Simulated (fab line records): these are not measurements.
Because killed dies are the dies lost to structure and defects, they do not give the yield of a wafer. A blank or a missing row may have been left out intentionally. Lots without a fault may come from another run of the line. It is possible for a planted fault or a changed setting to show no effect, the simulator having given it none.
Chamber matching :: flow nand harc :: rie diel-10 running NHARC_A_BONDPAD_ETCH_34: 4 sister chambers
The step etches the open film in N2/H2, target depth 60 nm, overetch 18 nm, time 65.91 s. 4 wafers are shown with their chamber, then 9 later ones without.

## WAFERS PAIRED WITH THEIR CHAMBERS
wafer: L337.6
chamber: 0
drypump motor current A (A): 5.3

wafer: L339.2
chamber: 2
drypump motor current A (A): 6.4

wafer: L340.3
chamber: 1
drypump motor current A (A): 6.3

wafer: L340.6
chamber: 3
drypump motor current A (A): 5.6

## WAFERS WITH NO CHAMBER GIVEN
wafer: L342.2
drypump motor current A (A): 6.3

wafer: L342.3
drypump motor current A (A): 5.3

wafer: L342.5
drypump motor current A (A): 5.3

wafer: L344.3
drypump motor current A (A): 6.3

wafer: L344.5
drypump motor current A (A): 6.3

wafer: L344.6
drypump motor current A (A): 5.6

wafer: L345.1
drypump motor current A (A): 6.3

wafer: L345.3
drypump motor current A (A): 5.2

wafer: L345.5
drypump motor current A (A): 5.6

## THE CHAMBER EACH PASSED THROUGH
wafer: L342.2
from the rows above: 1
in truth: 1

wafer: L342.3
from the rows above: 0
in truth: 0

wafer: L342.5
from the rows above: 0
in truth: 0

wafer: L344.3
from the rows above: 1
in truth: 1

wafer: L344.5
from the rows above: 1
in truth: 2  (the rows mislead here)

wafer: L344.6
from the rows above: 3
in truth: 3

wafer: L345.1
from the rows above: 1
in truth: 1

wafer: L345.3
from the rows above: 0
in truth: 0

wafer: L345.5
from the rows above: 3
in truth: 3
8 of 9 placed correctly. From these rows, 0 cannot be placed. 1 placed wrongly.
How it was worked out, from the rows above alone: a wafer's distance from a chamber is the root of the sum, over the readings, of the square of ((its reading less the chamber's mean) divided by the reading's scatter). If the next closest chamber is less than 2 further off than the closest, the wafer can't be placed; otherwise it belongs to the closest. The mean given for a chamber averages the wafers shown for that chamber. The scatter: with one shown wafer a chamber, the root of the mean of the squares of how far each hidden wafer lies from its nearest shown one.
